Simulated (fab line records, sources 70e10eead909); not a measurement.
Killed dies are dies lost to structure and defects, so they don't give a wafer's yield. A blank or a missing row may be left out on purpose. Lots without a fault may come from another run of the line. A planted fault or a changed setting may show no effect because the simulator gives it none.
fab line records | flow nand_harc
record lots=12 wafers=36 last_day=24
route steps=1159 shown A_CONTACT@913 A_BLC@979 END@1159
lots that met no fault: from a run of the same line without faults
start_h: hours from the record's first day to the start of the lot's first wafer shown | wait_h: hours since the lot's step before | " the same as in the row above | L1.1+2: a row that stands for several wafers | - no value, or no start given | * or withheld: withheld | < > ~ a bound
route shown NAME@n: a module of which the file shows steps, and the number in the route of the first | usual: mean/standard deviation of fault-free wafers | same: alike in all rows | chamber/n: place in a boat | sites: the reading at each site | _std_site: their standard deviation | _edge_site: outer sites' mean less inner sites' | radius_mm: how far each site lies from the wafer's centre | mask NAME#n: copy n | behind: the tool/chamber that last shaped the wafer | hold: why the lot was held/for how many hours/how that ended | device: the transistor (n, p or np) that didn't switch | end of line: the same wafers' tests at the end of the route | a step without rows: its recipe alone | killed: dies lost to structure and defects at the first sort, not the wafer's yield | map: a wafer's dies, x killed, . not, _ none there
set.NAME: the setting as run; set.NAME@STEP: as run at that earlier step | model.NAME: the simulator's own value behind a step, which no gauge read
steps of the route over a sample of lots; a table a step, a row a wafer
services: from which hour (start_h, from the record's first day; less than 0 if before it) a tool's chamber was out of use, for how many hours, and why
## steps
# step NHARC_A_CONTACT_ETCH_133
# recipe source_w=withheld pressure_mtorr=20 bias_v=400 time_s=195 target_depth_a=8400 ar_flow_sccm=withheld c4f8_flow_sccm=11.5 o2_flow_sccm=7.2 chemistry=C4F8/O2/Ar
# usual run_length_s=226.3/0.4
# columns lot.wafer tool chamber start_h wait_h rf_hours_counter_h run_length_s
L699.2 har_cap_etch-02 1 382.07 0.1 10 226.6
L699.1 " 0 " " 10 226.4
L699.5 " 0 " " - 226.6
L700.1 har_cap_etch-03 0 386.68 0.1 83 225.7
L700.4 " 1 " " - 225.7
L700.6 " 1 " " - 225.9
L698.1 har_cap_etch-01 0 392.60 0.2 62 226.3
L698.4 " 0 " " - 226.5
L698.6 " 1 " " - 225.9
L707.1 har_cap_etch-03 0 432.61 0.1 93 225.9
L707.3 " 0 " " - 226.0
L707.5 " 1 " " - 225.8
L710.2 har_cap_etch-02 0 441.66 0.1 21 226.6
L710.1 " 1 " " 21 226.7
L710.4 " 1 " " - 226.5
L715.2 har_cap_etch-03 0 469.44 0.1 100 226.0
L715.1 " 1 " " 100 226.3
L715.3 " 1 " " - 225.8
L713.4 har_cap_etch-01 1 469.90 0.2 - 226.5
L713.3 " 0 " " - 226.6
L713.5 " 0 " " - 226.7
L714.1 har_cap_etch-02 1 475.09 0.1 27 227.0
L714.4 " 1 " " - 227.2
L714.3 " 0 " " - 226.0
L716.1 har_cap_etch-01 1 486.03 0.1 78 226.1
L716.4 " 0 " " - 226.3
L716.5 " 0 " " - 226.5
L719.1 har_cap_etch-01 1 506.00 0.1 82 226.4
L719.2 " 0 " " 82 226.6
L719.3 " 1 " " - 226.5
L717.2 har_cap_etch-03 0 507.98 0.2 106 226.1
L717.4 " 0 " " - 225.7
L717.6 " 1 " " - 225.7
L721.1 har_cap_etch-01 0 516.29 0.2 85 226.3
L721.4 " 0 " " - 226.7
L721.5 " 1 " " - 226.1
# step NHARC_A_CONTACT_INSPECT_10
# usual raw_defect_count=32/13
# columns lot.wafer tool chamber start_h wait_h raw_defect_count
L699.1 defect_inspect-01 - 388.25 0.0 31
L699.2 " - " " 30
L699.5 " - " " 24
L700.1 defect_inspect-01 - 392.79 0.0 16
L700.4 " - " " 21
L700.6 " - " " 25
L698.1 defect_inspect-02 - 398.74 0.0 10
L698.4 " - " " 12
L698.6 " - " " 9
L707.1 defect_inspect-01 - 436.31 0.0 29
L707.3 " - " " 25
L707.5 " - " " 21
L710.1 defect_inspect-02 - 448.91 0.0 25
L710.2 " - " " 41
L710.4 " - " " 28
L713.3 defect_inspect-01 - 474.26 0.0 46
L713.4 " - " " 57
L713.5 " - " " 43
L715.1 defect_inspect-01 - 475.16 0.0 39
L715.2 " - " " 28
L715.3 " - " " 40
L714.1 defect_inspect-02 - 479.01 0.0 17
L714.3 " - " " 13
L714.4 " - " " 11
L716.1 defect_inspect-01 - 492.10 0.0 33
L716.4 " - " " 33
L716.5 " - " " 27
L719.1 defect_inspect-01 - 510.78 0.0 34
L719.2 " - " " 37
L719.3 " - " " 42
L717.2 defect_inspect-02 - 511.78 0.0 23
L717.4 " - " " 29
L717.6 " - " " 28
L721.1 defect_inspect-01 - 521.01 0.0 35
L721.4 " - " " 46
L721.5 " - " " 36
# step NHARC_A_CONTACT_ETCH_88
# recipe target_depth_a=390 over_etch_frac=0.3 time_s=65 ion_energy_ev=80 cf4_flow_sccm=150 ar_flow_sccm=0 rf_w=300 bias_w=100 chemistry=CF4
# usual drypump_motor_current_A=5.76/0.23 oes_product_au=1.000/0.008 rf_vpp_V=151.5/1.2 run_length_s=86.3/0.51 showerhead_plenum_p_Torr=1.79/0.072 throttle_valve_pct=13.283/0.0086
# columns lot.wafer tool chamber start_h wait_h drypump_motor_current_A oes_product_au rf_hours_counter_h rf_vpp_V run_length_s showerhead_plenum_p_Torr throttle_valve_pct
L699.2 rie_diel-01 0 388.39 0.1 6.15 0.998 13 152.6 85.3 1.80 13.286
L699.1 " 3 " " 5.68 1.001 12 149.6 86.1 1.64 13.270
L699.5 " 1 " " 5.83 1.009 - 153.7 86.3 1.84 13.274
L700.4 rie_diel-02 3 392.94 0.1 6.13 1.004 19 153.3 86.7 1.81 13.292
L700.1 " 0 " " 5.84 1.007 18 151.4 86.9 1.70 13.282
L700.6 " 3 " " 6.10 0.984 - 151.2 86.9 1.81 13.292
L698.4 rie_diel-01 2 398.90 0.1 5.72 0.981 15 151.8 86.1 1.84 13.284
L698.1 " 3 " " 5.68 0.993 15 149.3 86.3 1.64 13.285
L698.6 " 2 " " 5.72 0.985 - 152.2 85.9 1.84 13.281
L707.3 rie_diel-01 3 436.46 0.1 5.70 0.995 22 149.4 86.5 1.64 13.267
L707.1 " 0 " " 6.15 1.001 24 150.8 85.2 1.80 13.295
L707.5 " 3 " " 5.68 0.991 - 149.8 86.5 1.64 13.299
L710.2 rie_diel-01 0 449.05 0.1 6.19 1.012 25 150.0 85.6 1.79 13.266
L710.1 " 1 " " 5.90 1.003 26 151.0 86.5 1.84 13.266
L710.4 " 2 " " 5.69 0.986 25 151.8 85.9 1.84 13.291
L713.3 rie_diel-07 3 474.40 0.1 5.47 1.003 24 150.6 86.2 1.75 13.268
L713.4 " 0 " " 5.70 1.002 23 152.2 87.5 1.81 13.290
L713.5 " 0 " " 5.71 1.004 - 151.9 87.2 1.81 13.296
L715.1 rie_diel-01 3 475.31 0.1 5.69 1.000 29 149.5 86.3 1.64 13.274
L715.3 " 1 " " 5.91 1.008 31 152.4 86.4 1.83 13.275
L715.2 " 2 " " 5.70 0.987 30 152.4 86.2 1.84 13.288
L714.4 rie_diel-01 0 479.16 0.1 6.17 1.011 32 152.1 85.5 1.79 13.280
L714.3 " 2 " " 5.70 0.997 31 152.2 86.0 1.84 13.300
L714.1 " 3 " " 5.68 0.993 30 149.4 86.1 1.64 13.280
L716.1 rie_diel-07 1 492.79 0.1 5.64 1.009 27 152.3 86.9 1.76 13.284
L716.4 " 2 " " 5.61 0.997 28 152.3 86.4 1.80 13.286
L716.5 " 0 " " 5.71 0.999 - 152.2 87.3 1.81 13.288
L719.2 rie_diel-01 2 510.93 0.1 5.70 0.999 2 153.7 85.8 1.84 13.265
L719.1 " 3 " " 5.68 1.002 2 154.2 86.1 1.91 13.290
L719.3 " 0 " " 6.17 1.000 2 153.2 85.2 1.79 13.291
L717.2 rie_diel-01 0 511.97 0.1 6.16 1.008 3 152.2 85.9 1.79 13.270
L717.4 " 2 " " 5.70 0.997 3 152.7 86.3 1.84 13.276
L717.6 " 1 " " 5.88 1.004 - 152.6 86.7 1.83 13.295
L721.1 rie_diel-01 2 521.16 0.1 5.68 0.994 4 152.0 86.2 1.84 13.297
L721.4 " 1 " " 5.88 0.999 5 151.7 86.8 1.83 13.273
L721.5 " 3 " " 5.67 0.990 - 152.2 86.2 1.91 13.279
# step NHARC_A_BLC_ETCH_17
# recipe target_depth_a=3900 over_etch_frac=0.25 time_s=609.38 ion_energy_ev=200 n2_flow_sccm=150 h2_flow_sccm=150 ar_flow_sccm=0 rf_w=400 bias_w=150 chemistry=N2/H2
# usual drypump_motor_current_A=5.7/0.5 oes_product_au=0.997/0.0075 rf_vpp_V=430.5/2.6 run_length_s=630.5/0.49 showerhead_plenum_p_Torr=2.04/0.094 throttle_valve_pct=14.172/0.01
# columns lot.wafer tool chamber start_h wait_h drypump_motor_current_A oes_product_au rf_hours_counter_h rf_vpp_V run_length_s showerhead_plenum_p_Torr throttle_valve_pct
L699.2 rie_diel-06 2 395.27 - 5.3 1.013 55 433.0 630.6 2.18 14.179
L699.1 " 3 " " 4.8 0.995 56 433.8 630.5 2.17 14.173
L699.5 " 2 " " 5.3 1.005 - 433.5 630.1 2.18 14.171
L700.1 rie_diel-12 3 398.82 - 5.7 0.999 1 433.7 630.6 2.11 14.186
L700.4 " 2 " " 5.8 1.003 1 429.0 630.4 1.96 14.161
L700.6 " 0 " " 6.7 0.998 - 428.8 631.4 1.97 14.177
L698.4 rie_diel-12 1 405.31 - 5.4 0.998 2 433.2 630.8 2.11 14.185
L698.1 " 0 " " 6.7 0.986 2 428.6 631.2 1.97 14.163
L698.6 " 2 " " 5.8 0.992 - 428.1 630.4 1.96 14.172
L707.3 rie_diel-12 2 443.35 - 5.8 0.997 7 429.2 568.1 1.95 14.166
L707.1 " 3 " " 5.7 0.988 8 430.5 630.2 2.11 14.165
L707.5 " 3 " " 5.7 0.990 - 433.4 630.5 2.11 14.194
L710.2 rie_diel-12 3 457.08 - 5.7 0.973 9 433.9 630.6 2.11 14.163
L710.4 " 0 " " 6.7 0.980 7 429.4 569.0 1.96 14.178
L710.1 " 2 " " 5.8 0.999 8 427.5 630.8 1.95 14.166
L713.3 rie_diel-05 0 480.20 - 5.3 0.991 13 431.1 630.3 2.04 14.168
L713.4 " 1 " " 5.4 0.995 14 428.9 631.0 1.95 14.178
L713.5 " 3 " " 5.7 0.997 - 426.3 630.3 1.88 14.153
L715.2 rie_diel-05 0 489.27 - 5.3 0.998 14 432.0 630.4 2.04 14.186
L715.1 " 2 " " 6.2 0.994 15 433.4 629.9 2.15 14.166
L715.3 " 3 " " 5.6 1.001 15 426.9 630.7 1.88 14.161
L714.3 rie_diel-05 3 494.85 - 5.6 1.010 16 426.5 630.4 1.88 14.178
L714.1 " 2 " " 6.3 1.009 15 432.9 629.6 2.15 14.174
L714.4 " 0 " " 5.3 1.003 - 430.2 630.2 2.04 14.143
L716.4 rie_diel-12 0 506.48 - 6.7 0.990 11 428.8 631.2 1.96 14.176
L716.1 " 2 " " 5.8 0.996 12 428.4 630.5 1.95 14.164
L716.5 " 0 " " 6.7 0.994 - 427.7 631.3 1.96 14.173
L719.1 rie_diel-12 1 516.96 - 5.4 0.996 14 430.8 630.4 2.11 14.178
L719.2 " 3 " " 5.7 0.996 14 432.7 630.4 2.10 14.172
L719.3 " 0 " " 6.7 1.006 12 428.3 631.0 1.96 14.169
L717.4 rie_diel-12 0 521.97 - 6.7 0.986 13 428.4 631.8 1.96 14.163
L717.2 " 2 " " 5.8 1.001 14 426.5 630.8 1.95 14.175
L717.6 " 0 " " 6.7 0.988 - 426.3 631.2 1.96 14.158
L721.4 rie_diel-05 0 530.23 - 5.3 1.003 0 431.3 630.3 2.04 14.161
L721.1 " 1 " " 5.4 1.001 0 429.5 631.6 1.95 14.182
L721.5 " 1 " " 5.4 1.002 - 427.5 631.1 1.95 14.159
# step NHARC_END_SORT_01
# recipe temp_c=25
# usual killed_at_array=26/9.6 killed_at_other=0.7/0.92 killed_at_periphery=3.8/2.7 killed_dies=31/10 killed_open=3.3/1.7 killed_short=1.8/1.3
# same gross_dies=677
# columns lot.wafer tool chamber start_h wait_h killed_at_array killed_at_other killed_at_periphery killed_dies killed_open killed_short
L710.1 prober-02 0 505.76 2.5 18 1 2 21 2 4
L710.2 prober-02 0 506.57 2.8 30 0 1 31 3 2
L710.4 prober-02 0 508.19 3.4 22 0 8 30 5 2
# killed by level:class
L710.1 A_SLIT:chamber_film_flake=7 P_STI:chamber_film_flake=2 A_STAIRCASE:chamber_film_flake=2 A_SOURCE_PLATE:geometric_particle:short=1 A_CONTACT:chamber_film_flake=1 A_SLIT:geometric_particle:short=1 A_WL_FILL:geometric_particle:open=1 A_WL_FILL:geometric_particle:short=1
L710.2 A_STAIRCASE:chamber_film_flake=9 A_SLIT:chamber_film_flake=7 A_CHANNEL_FILL_D1:chamber_film_flake=5 A_CHANNEL_HOLE_D1:chamber_film_flake=3 P_M1:geometric_particle:open=1 A_WL_FILL:geometric_particle:open=1 A_WL_FILL:geometric_particle:short=1 A_BLC:geometric_particle:open=1
L710.4 A_STAIRCASE:chamber_film_flake=7 A_SLIT:chamber_film_flake=6 P_BONDPAD:chamber_film_flake=3 P_STI:chamber_film_flake=2 A_CHANNEL_HOLE_D1:chamber_film_flake=2 A_CHANNEL_FILL_D1:chamber_film_flake=2 P_GATE:geometric_particle:open=1 P_M0:geometric_particle:open=1
## services
# columns tool chamber start_h hours kind
rie_diel-01 0 372.81 - clean
rie_diel-01 1 372.81 - clean
rie_diel-01 2 372.81 - clean
rie_diel-01 3 372.81 - clean
rie_diel-07 0 379.37 1.6 repair
rie_diel-12 - 379.45 9.0 pm
rie_diel-06 - 384.50 1.8 repair
rie_diel-12 - 390.11 1.8 repair
rie_diel-01 0 397.31 - clean
rie_diel-07 - 405.36 9.0 pm
rie_diel-05 0 407.06 5.7 repair
har_cap_etch-03 - 408.22 0.1 repair
rie_diel-12 - 413.23 0.4 repair
rie_diel-02 1 414.90 1.6 repair
rie_diel-06 - 419.00 9.0 pm
rie_diel-12 0 430.89 16.2 repair
rie_diel-06 0 491.34 12.5 repair
rie_diel-01 - 491.81 9.0 pm
rie_diel-05 1 493.70 6.0 repair
rie_diel-06 1 499.29 12.5 repair
rie_diel-02 - 505.80 9.0 pm
rie_diel-06 - 506.44 0.8 repair
rie_diel-02 2 517.17 6.9 repair
rie_diel-05 - 517.60 9.0 pm
## key
first_sign step=NHARC_A_BLC_ETCH_17 reading=run_length_s direction=down sigmas=99+ usual=* struck=*
effect none on later readings
met_at NHARC_A_BLC_ETCH_17
struck_lots L707,L710
struck_wafers L707.3,L710.4
tester_left_out L707,L710
not_acting_at NHARC_A_CONTACT_ETCH_133,NHARC_A_CONTACT_INSPECT_10,NHARC_A_CONTACT_ETCH_88
onset_between 405.31 443.35
fault kind=process_parameter_drift tool=rie_diel-12 chamber=- onset_h=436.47 steps=NHARC_A_BLC_ETCH_17 channel=time_s offset=* shape=step end_h=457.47 scope=struck_wafers_only acts_in=* stated=*
# tester_left_out: of these lots the tester's yield and bins aren't shown, on N5 and GAA mostly nor the transistor test; their killed dies are dies lost to structure and defects alone, not to doping, threshold or leakage, so they don't give the yield
